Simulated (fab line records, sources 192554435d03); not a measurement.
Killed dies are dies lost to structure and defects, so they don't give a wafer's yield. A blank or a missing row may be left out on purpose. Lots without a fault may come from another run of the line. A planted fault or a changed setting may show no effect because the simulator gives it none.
fab line records | flow n5_finfet
record lots=9 wafers=27 last_day=17
route steps=1938 shown ZERO_LAYER@14 WELL_APT@24 BEOL_M4@1111 PASSIVATION@1936
lots that met no fault: from a run of the same line without faults
start_h: hours from the record's first day to the start of the lot's first wafer shown | wait_h: hours since the lot's step before | " the same as in the row above | L1.1+2: a row that stands for several wafers | - no value, or no start given | * or withheld: withheld | < > ~ a bound
route shown NAME@n: a module of which the file shows steps, and the number in the route of the first | usual: mean/standard deviation of fault-free wafers | same: alike in all rows | chamber/n: place in a boat | sites: the reading at each site | _std_site: their standard deviation | _edge_site: outer sites' mean less inner sites' | radius_mm: how far each site lies from the wafer's centre | mask NAME#n: copy n | behind: the tool/chamber that last shaped the wafer | hold: why the lot was held/for how many hours/how that ended | device: the transistor (n, p or np) that didn't switch | end of line: the same wafers' tests at the end of the route | a step without rows: its recipe alone | killed: dies lost to structure and defects at the first sort, not the wafer's yield | map: a wafer's dies, x killed, . not, _ none there
set.NAME: the setting as run; set.NAME@STEP: as run at that earlier step | model.NAME: the simulator's own value behind a step, which no gauge read
steps of the route over a sample of lots; a table a step, a row a wafer
services: from which hour (start_h, from the record's first day; less than 0 if before it) a tool's chamber was out of use, for how many hours, and why
## steps
# step N5_ZERO_LAYER_DESCUM_16
# recipe chemistry=O2 time_s=7.9 source_power_w=50 bias_power_w=20 pressure_mtorr=20 rf_frequency_hz=2.712e+07 temp_c=40 o2_flow_sccm=225
# usual bias_power_w=20.00/0.059 drypump_motor_current_A=5.8/0.55 oes_product_au=0.76/0.068 rf_vpp_V=243.5/1.4 showerhead_plenum_p_Torr=2.11/0.072 throttle_valve_pct=20.29/0.27
# columns lot.wafer tool chamber start_h wait_h bias_power_w drypump_motor_current_A oes_product_au rf_hours_counter_h rf_vpp_V showerhead_plenum_p_Torr throttle_valve_pct
L596.3 rie_diel-06 1 18.71 0.0 20.03 5.4 0.94 7 244.4 2.12 19.74
L596.4 " 2 " " 19.98 6.2 0.68 - 242.5 2.04 20.69
L596.5 " 1 " " 19.92 5.4 0.96 - 243.5 2.12 19.74
L597.2 rie_diel-04 3 24.84 0.1 19.98 5.9 0.72 184 241.3 2.00 20.37
L597.3 " 1 " " 19.91 6.2 0.76 148 245.2 2.16 19.87
L597.4 " 2 " " 20.04 4.9 0.75 159 245.0 2.19 20.34
L605.3 rie_diel-02 3 72.68 0.0 20.02 6.4 0.74 156 244.0 2.05 20.11
L605.4 " 0 " " 20.02 6.5 0.70 231 244.1 2.17 20.52
L605.6 " 3 " " 19.97 6.4 0.73 - 243.5 2.05 20.11
L606.1 rie_diel-02 3 78.97 0.3 19.95 6.4 0.74 158 242.4 2.05 20.12
L606.3 " 0 " " 20.05 6.4 0.70 233 244.9 2.17 20.52
L606.5 " 3 " " 20.01 6.4 0.73 - 242.9 2.05 20.12
L607.1 rie_diel-04 2 84.81 0.0 20.06 4.9 0.73 178 246.1 2.18 20.37
L607.2 " 0 " " 19.97 5.3 0.78 121 246.2 2.17 20.27
L607.6 " 1 " " 19.95 6.3 0.74 - 243.6 2.16 19.93
L608.1 rie_diel-04 3 90.68 0.0 20.03 5.9 0.71 206 243.1 1.99 20.39
L608.5 " 1 " " 20.05 6.2 0.73 - 244.8 2.16 19.91
L608.6 " 0 " " 19.93 5.3 0.77 - 245.5 2.17 20.27
L610.3 rie_diel-04 3 102.91 0.1 19.94 5.9 0.70 209 240.6 1.99 20.41
L610.5 " 2 " " 19.94 4.9 0.74 - 245.1 2.18 20.37
L610.6 " 3 " " 19.99 5.9 0.70 - 241.0 1.99 20.39
L615.3 rie_diel-06 2 132.85 0.2 20.03 6.2 0.92 19 241.1 2.03 20.30
L615.4 " 3 " " 20.10 5.2 0.74 157 242.6 2.02 20.51
L615.6 " 1 " " 19.94 5.4 0.86 - 241.8 2.11 19.79
L616.1 rie_diel-04 1 138.91 0.1 19.89 6.2 0.72 183 245.6 2.15 19.94
L616.5 " 3 " " 20.03 5.9 0.69 - 243.4 1.98 20.42
L616.6 " 0 " " 19.89 5.3 0.76 - 244.0 2.17 20.31
# step N5_WELL_APT_EXPOSE_05
# recipe mask_id=NWELL na=0.8 source_shape=conventional sigma_outer=0.8 polarization=unpolarized defocus_nm=0 target_cd_nm=200 dose_mj=20.3
# usual exposure_dose_mJ_cm2=20.278/0.019
# columns lot.wafer tool chamber start_h wait_h mask exposure_dose_mJ_cm2
L596.3 krf_scanner-02 0 19.55 - NWELL#0 20.249
L596.4 " 0 " " NWELL#0 20.273
L596.5 " 0 " " NWELL#0 20.248
L597.2 krf_scanner-01 0 25.67 - NWELL#0 20.258
L597.3 " 0 " " NWELL#0 20.275
L597.4 " 0 " " NWELL#0 20.286
L605.3 krf_scanner-02 0 73.44 - NWELL#0 19.031
L605.4 " 0 " " NWELL#0 19.016
L605.6 " 0 " " NWELL#0 19.006
L606.1 krf_scanner-02 0 79.68 - NWELL#0 19.238
L606.3 " 0 " " NWELL#0 19.260
L606.5 " 0 " " NWELL#0 19.249
L607.1 krf_scanner-01 0 85.64 - NWELL#0 20.283
L607.2 " 0 " " NWELL#0 20.299
L607.6 " 0 " " NWELL#0 20.280
L608.1 krf_scanner-01 0 91.39 - NWELL#0 20.280
L608.5 " 0 " " NWELL#0 20.278
L608.6 " 0 " " NWELL#0 20.294
L610.3 krf_scanner-01 0 103.75 - NWELL#0 20.308
L610.5 " 0 " " NWELL#0 20.298
L610.6 " 0 " " NWELL#0 20.295
L615.3 krf_scanner-01 0 133.69 - NWELL#0 20.274
L615.4 " 0 " " NWELL#0 20.285
L615.6 " 0 " " NWELL#0 20.277
L616.1 krf_scanner-01 0 139.62 - NWELL#0 20.276
L616.5 " 0 " " NWELL#0 20.236
L616.6 " 0 " " NWELL#0 20.289
# step N5_WELL_APT_CD_MEAS_08
# recipe target_cd_nm=200 landing_energy_ev=500 detector=se_inlens
# usual cd_nm=200.8/1.8
# columns lot.wafer tool chamber start_h wait_h cd_nm
L596.3 cd_sem-01 0 19.71 - 202.2
L596.4 " 0 " " 201.8
L596.5 " 0 " " 201.6
L597.2 cd_sem-02 0 25.84 - 199.4
L597.3 " 0 " " 203.9
L597.4 " 0 " " 199.7
L605.3 cd_sem-02 0 73.60 - 192.3
L605.4 " 0 " " 192.8
L605.6 " 0 " " 192.4
L606.1 cd_sem-02 0 79.86 - 193.2
L606.3 " 0 " " 192.1
L606.5 " 0 " " 193.0
L607.1 cd_sem-01 0 85.81 - 197.5
L607.2 " 0 " " 200.7
L607.6 " 0 " " 201.4
L608.1 cd_sem-01 0 91.56 - 201.3
L608.5 " 0 " " 202.6
L608.6 " 0 " " 201.2
L610.3 cd_sem-02 0 103.91 - 200.9
L610.5 " 0 " " 198.5
L610.6 " 0 " " 197.8
L615.3 cd_sem-02 0 133.85 - 200.0
L615.4 " 0 " " 203.4
L615.6 " 0 " " 197.6
L616.1 cd_sem-01 0 139.79 - 201.4
L616.5 " 0 " " 201.2
L616.6 " 0 " " 201.3
# step N5_WELL_APT_OVL_MEAS_09
# recipe points_per_wafer=44
# usual NWELL_OVL=-4/6.1
# columns lot.wafer tool chamber start_h wait_h NWELL_OVL[nm]
L596.3 overlay-01 0 19.74 0.0 4
L596.4 " 0 " " 1
L596.5 " 0 " " 1
L597.2 overlay-02 0 25.87 0.0 2
L597.3 " 0 " " -12
L597.4 " 0 " " -8
L605.3 overlay-01 0 73.63 0.0 1
L605.4 " 0 " " -8
L605.6 " 0 " " -10
L606.1 overlay-02 0 79.89 0.0 -4
L606.3 " 0 " " -12
L606.5 " 0 " " -9
L607.1 overlay-02 0 85.84 0.0 -17
L607.2 " 0 " " -6
L607.6 " 0 " " -6
L608.1 overlay-01 0 91.59 0.0 -3
L608.5 " 0 " " 0
L608.6 " 0 " " 3
L610.3 overlay-02 0 103.94 0.0 -5
L610.5 " 0 " " -1
L610.6 " 0 " " -3
L615.3 overlay-01 0 133.88 0.0 -2
L615.4 " 0 " " 5
L615.6 " 0 " " 7
L616.1 overlay-02 0 139.82 0.0 7
L616.5 " 0 " " 1
L616.6 " 0 " " -8
# step N5_WELL_APT_INSPECT_27
# recipe mode=adi inspect_instrument=macro
# usual raw_defect_count=2.2/1.3
# columns lot.wafer tool chamber start_h wait_h raw_defect_count
L596.3 defect_inspect-01 - 20.89 0.0 0
L596.4 " - " " 1
L596.5 " - " " 2
L597.2 defect_inspect-01 - 27.14 0.0 2
L597.3 " - " " 3
L597.4 " - " " 4
L605.3 defect_inspect-02 - 74.79 0.0 1
L605.4 " - " " 1
L605.6 " - " " 3
L606.1 defect_inspect-01 - 81.18 0.0 0
L606.3 " - " " 3
L606.5 " - " " 1
L607.1 defect_inspect-01 - 86.99 0.0 2
L607.2 " - " " 1
L607.6 " - " " 5
L608.1 defect_inspect-02 - 92.86 0.0 1
L608.5 " - " " 1
L608.6 " - " " 2
L610.3 defect_inspect-01 - 105.25 0.0 3
L610.5 " - " " 3
L610.6 " - " " 1
L615.3 defect_inspect-02 - 135.16 0.0 0
L615.4 " - " " 2
L615.6 " - " " 4
L616.1 defect_inspect-02 - 141.09 0.0 3
L616.5 " - " " 4
L616.6 " - " " 6
# step N5_BEOL_M4_RC_MEAS_101
# usual DIBL_N=37.0/2.3 DIBL_P=37.3/2.8 IOFF_N=0.17/0.046 IOFF_P=0.23/0.054 ION_N=675/14 ION_P=460/9.3 SS_N=71.7/0.73 SS_P=73.6/0.95 VT_N=249/3.9 VT_P=-250/3.9
# columns lot.wafer tool chamber start_h wait_h DIBL_N[mV/V] DIBL_P[mV/V] IOFF_N[nA/um] IOFF_P[nA/um] ION_N[uA/um] ION_P[uA/um] SS_N[mV/dec] SS_P[mV/dec] VT_N[mV] VT_P[mV]
L596.3 prober-02 0 170.31 0.3 37.4 37.6 0.19 0.22 677 457 72.1 73.7 250 -249
L596.4 " 0 " " 36.8 37.4 0.17 0.22 667 453 71.1 75.0 249 -251
L596.5 " 0 " " 39.6 40.9 0.25 0.29 688 457 72.2 76.1 245 -248
L597.2 prober-02 0 173.38 0.2 39.7 40.0 0.23 0.29 673 460 72.5 74.6 247 -249
L597.3 " 0 " " 36.8 37.0 0.16 0.21 670 462 71.8 74.2 250 -252
L597.4 " 0 " " 33.8 34.2 0.13 0.18 662 458 71.0 72.5 250 -252
L605.3 prober-01 0 225.68 0.3 34.9 32.9 0.14 0.19 681 474 71.4 73.1 250 -248
L605.4 " 0 " " 34.1 32.0 0.11 0.18 654 455 71.5 72.2 257 -250
L605.6 " 0 " " 34.6 33.9 0.12 0.20 669 466 71.9 72.5 254 -250
L606.1 prober-01 0 235.41 0.0 37.4 35.9 0.17 0.19 670 458 71.4 73.9 247 -251
L606.3 " 0 " " 39.7 38.7 0.21 0.24 677 461 72.4 73.9 246 -251
L606.5 " 0 " " 37.1 36.5 0.15 0.20 650 450 71.0 72.9 252 -251
L607.1 prober-02 0 248.20 0.0 32.2 32.4 0.11 0.18 655 460 70.1 72.2 256 -253
L607.2 " 0 " " 39.6 41.7 0.26 0.34 701 478 71.5 75.0 240 -244
L607.6 " 0 " " 37.6 38.2 0.19 0.26 678 465 72.0 73.4 247 -245
L608.1 prober-02 0 250.89 0.0 36.1 38.2 0.19 0.28 668 459 71.0 74.4 243 -245
L608.5 " 0 " " 33.9 34.1 0.14 0.21 673 458 70.5 72.7 251 -250
L608.6 " 0 " " 37.1 38.5 0.23 0.30 694 469 71.8 74.5 241 -245
L610.3 prober-01 0 275.61 0.3 36.8 37.9 0.16 0.22 677 459 71.4 72.9 249 -250
L610.5 " 0 " " 39.9 41.1 0.19 0.27 679 466 72.4 74.2 248 -249
L610.6 " 0 " " 36.6 36.6 0.16 0.19 673 457 71.0 73.1 248 -252
L615.3 prober-01 0 302.09 0.3 38.3 39.4 0.20 0.24 673 456 71.8 73.6 247 -251
L615.4 " 0 " " 36.8 38.0 0.17 0.21 671 455 72.3 72.9 250 -252
L615.6 " 0 " " 37.2 38.0 0.18 0.22 666 455 71.8 73.7 248 -250
L616.1 prober-01 0 308.46 0.0 37.8 36.6 0.16 0.20 677 459 71.3 73.3 250 -256
L616.5 " 0 " " 38.4 36.6 0.16 0.21 656 444 71.8 72.9 253 -252
L616.6 " 0 " " 40.4 38.7 0.22 0.24 668 451 72.2 73.2 247 -253
# step N5_PASSIVATION_PROBE_49
# usual defect_limited_yield=91.5/1.3 killed_at_M0_to_M3=36/10 killed_at_M4_up=13/4.7 killed_at_contacts=13/6.7 killed_at_front_end=37/9.7 killed_at_other=2.6/2.3 killed_dies=101/15 killed_open=67/12 killed_short=32/6.7 sort_bin_4_leakage=0.0/0.31 sort_bin_5_function=5.0/0.89 sort_bin_6_memory=3.2/0.63 sort_n_pass=1079/16 sort_yield_pct=91.4/1.4
# same gross_dies=1180 killed_at_back_side=0 sort_bin_8_speed[%]=0
# columns lot.wafer tool chamber start_h wait_h defect_limited_yield[%] killed_at_M0_to_M3 killed_at_M4_up killed_at_contacts killed_at_front_end killed_at_other killed_dies killed_open killed_short sort_bin_4_leakage[%] sort_bin_5_function[%] sort_bin_6_memory[%] sort_n_pass sort_yield_pct[%]
L597.2 prober-01 - 274.59 0.1 93.1 25 15 13 28 0 81 52 28 0 3.1 3.5 1099 93.1
L597.3 prober-01 - 274.64 0.1 92.0 22 15 16 38 3 94 60 32 0 4.7 2.7 1086 92.0
L597.4 prober-01 - 274.69 0.2 91.8 28 11 21 33 4 97 69 28 0 4.4 3.5 1083 91.8
L596.3 prober-02 - 285.43 0.1 91.8 57 10 6 23 1 97 70 26 0 5.2 3.0 1083 91.8
L596.4 prober-02 - 285.48 0.2 89.3 55 22 6 40 3 126 71 53 0 6.8 3.6 1054 89.3
L596.5 prober-02 - 285.53 0.2 89.3 56 22 8 35 5 126 76 47 0.1 6.4 4.1 1053 89.2
L605.3 prober-02 - 343.10 0.1 93.1 33 9 4 32 4 82 52 29 0 4.7 1.9 1098 93.1
L605.4 prober-02 - 343.15 0.2 91.4 42 9 12 37 1 101 69 32 0 5.0 3.1 1079 91.4
L605.6 prober-02 - 343.25 0.3 91.2 45 11 9 35 4 104 62 40 0 5.1 3.1 1076 91.2
L606.1 prober-02 - 349.39 0.0 92.1 32 14 13 33 1 93 68 21 0 5.7 2.2 1087 92.1
L606.3 prober-02 - 349.49 0.1 89.8 47 16 17 34 6 120 78 34 0 6.1 3.3 1060 89.8
L606.5 prober-02 - 349.59 0.2 91.2 32 22 15 35 0 104 71 31 0 4.7 3.7 1076 91.2
L607.1 prober-01 - 364.05 0.0 91.2 34 11 14 41 4 104 77 26 0 4.6 3.9 1076 91.2
L607.2 prober-01 - 364.10 0.1 92.5 25 19 6 38 1 89 56 31 0 4.2 3.1 1091 92.5
L607.6 prober-01 - 364.30 0.3 92.5 27 8 13 38 3 89 57 31 0 4.2 3.3 1091 92.5
L608.1 prober-02 - 368.33 0.0 94.5 23 10 9 17 6 65 44 20 0 3.1 2.2 1115 94.5
L608.5 prober-02 - 368.53 0.2 93.3 24 9 15 27 4 79 50 26 0 3.2 3.0 1101 93.3
L608.6 prober-02 - 368.58 0.3 90.8 53 8 6 38 3 108 71 35 0 4.2 4.3 1072 90.8
L610.3 prober-01 - 383.21 0.1 88.6 46 27 12 45 4 134 88 46 0 6.7 4.3 1046 88.6
L610.5 prober-01 - 383.31 0.2 90.7 24 10 26 44 6 110 73 34 0 5.5 3.6 1070 90.7
L610.6 prober-01 - 383.36 0.3 91.2 30 19 16 31 8 104 62 40 0 4.2 4.1 1076 91.2
L615.3 prober-02 - 404.47 0.1 90.6 32 18 17 44 0 111 76 33 0 4.9 4.3 1069 90.6
L615.4 prober-02 - 404.52 0.2 94.2 14 7 8 35 4 68 42 24 0 3.6 2.0 1112 94.2
L615.6 prober-02 - 404.62 0.3 92.1 30 13 13 36 1 93 60 30 0 4.4 3.3 1087 92.1
L616.1 prober-02 - 415.81 0.0 90.6 24 8 13 65 1 111 82 28 0 5.5 3.5 1069 90.6
L616.5 prober-02 - 416.01 0.2 90.5 30 12 11 50 9 112 77 33 0 5.7 3.3 1068 90.5
L616.6 prober-02 - 416.06 0.3 91.9 33 15 18 26 4 96 64 29 0 4.0 3.9 1084 91.9
# killed by level:class
L597.2 MOL_CONTACT_COAG:geometric_particle:open=11 BEOL_M0_SAQP:geometric_particle:short=10 BEOL_M4:geometric_particle:open=7 STI_FIN_REVEAL:geometric_particle:open=6 FIN_SAQP:geometric_particle:short=5 BEOL_M3:geometric_particle:open=4 STARTING-WAFER:geometric_particle:open=4 GATE_CUT:geometric_particle:short=3
L597.3 MOL_CONTACT_COAG:geometric_particle:open=12 FIN_SAQP:geometric_particle:short=10 BEOL_M2:geometric_particle:open=8 STI_FIN_REVEAL:geometric_particle:open=6 BEOL_M4:geometric_particle:open=6 DUMMY_GATE:geometric_particle:open=4 MOL_CONTACT_COAG:geometric_particle:short=4 GATE_CUT:geometric_particle:open=3
L597.4 MOL_CONTACT_COAG:geometric_particle:open=13 STI_FIN_REVEAL:geometric_particle:open=8 MOL_CONTACT_COAG:geometric_particle:short=8 FIN_SAQP:geometric_particle:open=6 BEOL_M2:geometric_particle:open=6 DUMMY_GATE:geometric_particle:open=5 BEOL_M0_SAQP:geometric_particle:open=5 BEOL_M1:geometric_particle:open=5
L596.3 BEOL_M3:geometric_particle:open=24 BEOL_M0_SAQP:geometric_particle:open=13 BEOL_M0_SAQP:geometric_particle:short=12 FIN_SAQP:geometric_particle:open=8 BEOL_M4:geometric_particle:open=6 BEOL_M1:geometric_particle:open=5 MOL_CONTACT_COAG:geometric_particle:open=4 DUMMY_GATE:geometric_particle:open=3
L596.4 FIN_SAQP:geometric_particle:short=14 FIN_SAQP:geometric_particle:open=13 BEOL_M0_SAQP:geometric_particle:short=13 BEOL_M0_SAQP:geometric_particle:open=11 BEOL_M3:geometric_particle:open=11 BEOL_M4:geometric_particle:open=9 MOL_CONTACT_COAG:geometric_particle:open=6 BEOL_M3:geometric_particle:short=6
L596.5 BEOL_M0_SAQP:geometric_particle:short=12 BEOL_M0_SAQP:geometric_particle:open=12 BEOL_M4:geometric_particle:open=11 BEOL_M3:geometric_particle:open=9 BEOL_M1:geometric_particle:short=8 BEOL_M1:geometric_particle:open=8 FIN_SAQP:geometric_particle:short=7 FIN_SAQP:geometric_particle:open=7
L605.3 BEOL_M2:geometric_particle:open=11 BEOL_M0_SAQP:geometric_particle:short=10 BEOL_M0_SAQP:geometric_particle:open=7 FIN_SAQP:geometric_particle:short=6 STI_FIN_REVEAL:geometric_particle:open=5 FIN_SAQP:geometric_particle:open=4 STARTING-WAFER:geometric_particle:open=4 GATE_CUT:geometric_particle:short=3
L605.4 BEOL_M0_SAQP:geometric_particle:short=14 MOL_CONTACT_COAG:geometric_particle:open=10 BEOL_M0_SAQP:geometric_particle:open=10 BEOL_M2:geometric_particle:open=10 FIN_SAQP:geometric_particle:open=9 STARTING-WAFER:geometric_particle:open=6 GATE_CUT:geometric_particle:open=5 FIN_SAQP:geometric_particle:short=4
L605.6 BEOL_M2:geometric_particle:open=13 BEOL_M0_SAQP:geometric_particle:short=12 FIN_SAQP:geometric_particle:open=8 BEOL_M0_SAQP:geometric_particle:open=8 FIN_SAQP:geometric_particle:short=6 MOL_CONTACT_COAG:geometric_particle:open=6 BEOL_M1:geometric_particle:open=6 STI_FIN_REVEAL:geometric_particle:open=5
L606.1 MOL_CONTACT_COAG:geometric_particle:open=11 STI_FIN_REVEAL:geometric_particle:open=10 BEOL_M0_SAQP:geometric_particle:open=7 BEOL_M1:geometric_particle:open=7 BEOL_M3:geometric_particle:open=6 BEOL_M4:geometric_particle:open=6 STI_FIN_REVEAL:geometric_particle:short=4 DUMMY_GATE:geometric_particle:open=4
L606.3 MOL_CONTACT_COAG:geometric_particle:open=15 BEOL_M2:geometric_particle:open=14 BEOL_M4:geometric_particle:open=11 BEOL_M1:geometric_particle:open=9 BEOL_M0_SAQP:geometric_particle:short=8 BEOL_M0_SAQP:geometric_particle:open=7 HKMG_FIN:area_etch=7 GATE_CUT:geometric_particle:short=5
L606.5 MOL_CONTACT_COAG:geometric_particle:open=11 BEOL_M1:geometric_particle:open=7 BEOL_M3:geometric_particle:open=7 STI_FIN_REVEAL:geometric_particle:open=6 GATE_CUT:geometric_particle:open=6 BEOL_M4:geometric_particle:open=5 DUMMY_GATE:geometric_particle:open=4 ILD0:geometric_particle:open=4
L607.1 MOL_CONTACT_COAG:geometric_particle:open=14 BEOL_M1:geometric_particle:open=9 STI_FIN_REVEAL:geometric_particle:open=8 FIN_SAQP:geometric_particle:open=7 BEOL_M0_SAQP:geometric_particle:open=7 BEOL_M3:geometric_particle:open=7 FIN_SAQP:geometric_particle:short=6 GATE_CUT:geometric_particle:short=6
L607.2 BEOL_M4:geometric_particle:open=14 BEOL_M0_SAQP:geometric_particle:short=9 BEOL_M0_SAQP:geometric_particle:open=7 MOL_CONTACT_COAG:geometric_particle:open=6 STI_FIN_REVEAL:geometric_particle:open=6 STARTING-WAFER:geometric_particle:short=5 BEOL_M1:geometric_particle:open=5 STI_FIN_REVEAL:geometric_particle:short=4
L607.6 MOL_CONTACT_COAG:geometric_particle:open=11 BEOL_M0_SAQP:geometric_particle:short=10 FIN_SAQP:geometric_particle:open=8 FIN_SAQP:geometric_particle:short=7 STI_FIN_REVEAL:geometric_particle:open=7 BEOL_M0_SAQP:geometric_particle:open=7 BEOL_M1:geometric_particle:open=5 GATE_CUT:geometric_particle:open=4
L608.1 MOL_CONTACT_COAG:geometric_particle:open=7 BEOL_M1:geometric_particle:open=6 FIN_SAQP:geometric_particle:open=4 GATE_CUT:geometric_particle:short=4 BEOL_M3:geometric_particle:open=4 FIN_SAQP:geometric_particle:short=3 BEOL_M0:geometric_particle:open=3 BEOL_M2:geometric_particle:open=3
L608.5 MOL_CONTACT_COAG:geometric_particle:open=13 FIN_SAQP:geometric_particle:short=6 BEOL_M3:geometric_particle:open=5 FIN_CUT:geometric_particle:short=4 FIN_SAQP:geometric_particle:open=3 STI_FIN_REVEAL:geometric_particle:open=3 BEOL_M0_SAQP:geometric_particle:open=3 BEOL_M0:geometric_particle:short=3
L608.6 BEOL_M2:geometric_particle:open=14 BEOL_M3:geometric_particle:open=10 GATE_CUT:geometric_particle:open=7 BEOL_M0_SAQP:geometric_particle:short=6 BEOL_M0_SAQP:geometric_particle:open=6 BEOL_M2:geometric_particle:short=6 DUMMY_GATE:geometric_particle:open=5 MOL_CONTACT_COAG:geometric_particle:open=5
L610.3 BEOL_M4:geometric_particle:open=16 FIN_SAQP:geometric_particle:open=13 BEOL_M0_SAQP:geometric_particle:short=13 FIN_SAQP:geometric_particle:short=12 BEOL_M0_SAQP:geometric_particle:open=11 MOL_CONTACT_COAG:geometric_particle:open=9 BEOL_M3:geometric_particle:open=7 STI_FIN_REVEAL:geometric_particle:open=5
L610.5 MOL_CONTACT_COAG:geometric_particle:open=20 FIN_SAQP:geometric_particle:short=15 FIN_SAQP:geometric_particle:open=14 BEOL_M3:geometric_particle:open=7 MOL_CONTACT_COAG:geometric_particle:short=6 BEOL_M0_SAQP:geometric_particle:open=6 BEOL_M4:geometric_particle:open=5 STI_FIN_REVEAL:geometric_particle:open=4
L610.6 MOL_CONTACT_COAG:geometric_particle:open=12 BEOL_M4:geometric_particle:open=10 FIN_SAQP:geometric_particle:open=9 FIN_SAQP:geometric_particle:short=8 BEOL_M0:geometric_particle:open=7 BEOL_M0_SAQP:geometric_particle:short=7 BEOL_M0_SAQP:geometric_particle:open=6 BEOL_M4:geometric_particle:short=5
L615.3 BEOL_M2:geometric_particle:open=13 MOL_CONTACT_COAG:geometric_particle:open=12 STI_FIN_REVEAL:geometric_particle:open=11 BEOL_M0_SAQP:geometric_particle:open=6 BEOL_M4:geometric_particle:open=6 DUMMY_GATE:geometric_particle:open=5 MOL_CONTACT_COAG:geometric_particle:short=5 STARTING-WAFER:geometric_particle:open=5
L615.4 FIN_SAQP:geometric_particle:short=8 GATE_CUT:geometric_particle:short=7 STI_FIN_REVEAL:geometric_particle:open=6 BEOL_M2:geometric_particle:open=6 MOL_CONTACT_COAG:geometric_particle:open=5 FIN_SAQP:geometric_particle:open=3 MOL_CONTACT_COAG:geometric_particle:short=3 BEOL_M1:geometric_particle:open=3
L615.6 MOL_CONTACT_COAG:geometric_particle:open=12 FIN_SAQP:geometric_particle:short=8 FIN_SAQP:geometric_particle:open=7 BEOL_M0_SAQP:geometric_particle:open=7 DUMMY_GATE:geometric_particle:open=6 BEOL_M3:geometric_particle:open=5 BEOL_M4:geometric_particle:open=5 BEOL_M0_SAQP:geometric_particle:short=4
L616.1 STI_FIN_REVEAL:geometric_particle:open=31 MOL_CONTACT_COAG:geometric_particle:open=12 DUMMY_GATE:geometric_particle:open=9 FIN_SAQP:geometric_particle:open=7 BEOL_M1:geometric_particle:short=6 STI_FIN_REVEAL:geometric_particle:short=5 FIN_SAQP:geometric_particle:short=4 BEOL_M1:geometric_particle:open=4
L616.5 STI_FIN_REVEAL:geometric_particle:open=20 BEOL_M1:geometric_particle:open=9 MOL_CONTACT_COAG:geometric_particle:open=8 FIN_SAQP:geometric_particle:short=7 BEOL_M3:geometric_particle:open=6 BEOL_M1:geometric_particle:short=5 FIN_SAQP:geometric_particle:open=4 BEOL_M2:geometric_particle:open=4
L616.6 MOL_CONTACT_COAG:geometric_particle:open=13 BEOL_M4:geometric_particle:open=10 BEOL_M0_SAQP:geometric_particle:short=8 FIN_SAQP:geometric_particle:open=6 BEOL_M1:geometric_particle:open=6 BEOL_M3:geometric_particle:open=5 BEOL_M0_SAQP:geometric_particle:open=5 MOL_CONTACT_COAG:geometric_particle:short=4
## services
# columns tool chamber start_h hours kind
rie_diel-02 - 0.18 4.3 pm
rie_diel-06 3 10.86 14.6 repair
krf_scanner-02 - 15.91 1.3 pm
krf_scanner-01 - 26.97 0.4 repair
krf_scanner-02 - 39.04 1.0 pm
krf_scanner-01 - 39.66 0.5 repair
rie_diel-02 - 56.31 0.1 repair
rie_diel-06 2 58.45 - clean
rie_diel-06 2 58.45 - consumable_replace:focus_ring
rie_diel-06 2 58.45 18.1 scheduled_down
rie_diel-06 2 58.45 18.1 vent_cycle
krf_scanner-02 - 62.27 0.8 pm
krf_scanner-01 - 77.99 0.2 repair
krf_scanner-01 - 102.74 0.4 repair
rie_diel-04 2 105.53 3.5 repair
krf_scanner-01 - 111.10 0.8 pm
krf_scanner-01 0 120.46 - calibration
rie_diel-02 0 133.14 - clean
rie_diel-02 0 133.14 - consumable_replace:focus_ring
rie_diel-02 0 133.14 16.0 scheduled_down
rie_diel-02 0 133.14 16.0 vent_cycle
krf_scanner-02 0 133.63 - calibration
## key
first_sign step=N5_WELL_APT_EXPOSE_05 reading=exposure_dose_mJ_cm2 direction=down sigmas=59 usual=20.278 struck=19.133
effect step=N5_WELL_APT_CD_MEAS_08 reading=cd_nm direction=down sigmas=4.6 usual=200.8 struck=192.7 through=control_loop
met_at N5_WELL_APT_EXPOSE_05
struck_lots L605,L606
loop_trim step=N5_WELL_APT_EXPOSE_05 setting=dose lots=L606
not_acting_at N5_ZERO_LAYER_DESCUM_16,N5_WELL_APT_OVL_MEAS_09,N5_WELL_APT_INSPECT_27
onset_between 19.55 73.44
fault kind=process_parameter_drift tool=krf_scanner-02 chamber=- onset_h=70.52 steps=N5_WELL_APT_EXPOSE_05 channel=dose_mj offset=-1.2596 shape=step acts_in=these_recipes_only stated=20.3
# loop_trim: a control loop set the setting to another value than it would have without faults
